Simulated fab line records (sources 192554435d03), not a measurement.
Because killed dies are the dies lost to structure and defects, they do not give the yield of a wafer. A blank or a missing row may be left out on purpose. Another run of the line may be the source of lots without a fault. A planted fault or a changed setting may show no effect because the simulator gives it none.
Lot-split experiment -- flow n5-finfet -- route with 1938 steps; 7 lots, 21 wafers read

SPLIT DETAILS
At N5_BEOL_M0_SAQP_PECVD_97 (deposits SiNx from SiH4/NH3/N2, target thk 23 nm, time 19.9 s), the setting time-s was moved away from the recipe's 19.9 s on 7 of the 21 wafers read, by -12.1% to +12.5%. This setting was run at the recipe's value on the other wafers.

FROM THE SPLIT TO THE READING: what the file shows between them, 5 steps
- N5_BEOL_M0_SAQP_PEB_12: peb time 60 s (also split here: peb-time-s)
- N5_BEOL_M0_SAQP_DEVELOP_13: develop time 30 s
- N5_BEOL_M0_SAQP_CD_MEAS_14: target cd 42.5 nm
- N5_BEOL_M0_SAQP_HM_OPEN_112: chemistry CHF3/O2, target SiO2, stops on a-Si, target depth 12 nm, time 13.5 s
- N5_BEOL_M0_SAQP_STRIP_113: strips in CHF3/O2

THE READING
SiNx_of_BEOL_M0_SAQP_PECVD_97.thk-nm (the simulator's own value, which no gauge read), in nm, at N5_BEOL_M0_SAQP_MANDREL_ETCH_20 (etches a-Si in HBr/Cl2, stops on SiNx, target depth 60 nm, bt time 10 s, time 30 s). No usual value for it is given in the file. Here, 14 wafers ran the recipe; their average is 18.2 nm with a standard deviation of 0.22 nm.

wafer,"tool, chamber at the split","time-s as run, s",against the recipe,"SiNx_of_BEOL_M0_SAQP_PECVD_97.thk-nm, nm",against lot-mates on the recipe
L078.3,"pecvd-04, 2",19.9,recipe,18,-
L078.4,"pecvd-04, 0",19.9,recipe,18.6,-
L078.6,"pecvd-04, 1",19.9,recipe,18.2,-
L080.1,"pecvd-02, 2",19.9,recipe,18.2,-
L080.2,"pecvd-02, 0",19.9,recipe,18,-
L080.6,"pecvd-02, 1",22.39,+12.5%,21.2,+3.1
L082.1,"pecvd-04, 0",19.9,recipe,18.2,-
L082.3,"pecvd-04, 2",19.9,recipe,18.2,-
L082.6,"pecvd-04, 0",19.9,recipe,18.6,-
L084.2,"pecvd-02, 1,0",18.8,-5.5%,16.8,no lot-mate on the recipe
L084.3,"pecvd-02, 2",18.8,-5.5%,16.8,no lot-mate on the recipe
L084.4,"pecvd-02, 1,0",18.8,-5.5%,16.8,no lot-mate on the recipe
L087.2,"pecvd-04, 2",17.49,-12.1%,14.8,-3.1
L087.3,"pecvd-04, 1",19.9,recipe,17.8,-
L087.6,"pecvd-04, 1",19.9,recipe,18,-
L093.1,"pecvd-04, 0",17.99,-9.6%,15.8,-2.2
L093.3,"pecvd-04, 1",19.9,recipe,18,-
L093.6,"pecvd-04, 0",17.99,-9.6%,15.6,-2.4
L094.2,"pecvd-02, 0",19.9,recipe,18.2,-
L094.5,"pecvd-02, 0",19.9,recipe,18.2,-
L094.3,"pecvd-02, 2",19.9,recipe,18.4,-
When a row names more than one chamber, that row covers several wafers, and the file does not tell which wafer ran in which chamber.

THE FIT
A straight line over all 21 wafers: SiNx_of_BEOL_M0_SAQP_PECVD_97.thk-nm changes by +0.257 nm for each +1% of time-s; r = +0.99; the points scatter about the line by 0.21 nm.
The same after taking each lot's own level away (the mean of its wafers on the recipe; 18 wafers): +0.247 nm for each +1%; r = +0.99; scatter 0.16 nm.
On that fit, the largest move of time-s shifts the reading by 3.1 nm.
Across the lots, their own levels run from 17.90 to 18.33 nm, a range of 2.0 times the standard deviation given above.
Hence the lot-to-lot level has little effect on the slope; both slopes agree.
Check: with one of the wafers moved furthest among these (+12.5%) left out of the fit, the line predicts +3.09 nm for it against its lot-mates. It came out at +3.1 nm against them.

OTHER SPLITS APPLIED TO THESE WAFERS
Other splits were also applied to these wafers ahead of the reading. Each is held against what the fit with the lots' levels taken away leaves over:
other split on the same wafers,wafers away from the commonest value,r with SiNx_of_BEOL_M0_SAQP_PECVD_97.thk-nm (lot level and that fit taken away)
N5_BEOL_M0_SAQP_PEB_12 peb-time-s,9,-0.08

THE WHOLE CHAIN: every reading that the file lists as answering this split, in the file's order
step,what it does,reading,change (the file's fit),r (the file's)
N5_BEOL_M0_SAQP_PECVD_97,"deposits SiNx from SiH4/NH3/N2, target thk 23 nm, time 19.9 s","SiNx_of_BEOL_M0_SAQP_PECVD_97.thk-nm (the simulator's own value, which no gauge read)",+0.243 nm for each +1% of the setting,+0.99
N5_BEOL_M0_SAQP_MANDREL_ETCH_20,"etches a-Si in HBr/Cl2, stops on SiNx, target depth 60 nm, bt time 10 s, time 30 s","SiNx_of_BEOL_M0_SAQP_PECVD_97.thk-nm (the simulator's own value, which no gauge read)",+0.249 nm for each +1% of the setting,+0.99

THE FILE'S OWN FIT
SiNx_of_BEOL_M0_SAQP_PECVD_97.thk-nm changes by +0.249 nm for each +1% of time-s, r = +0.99.
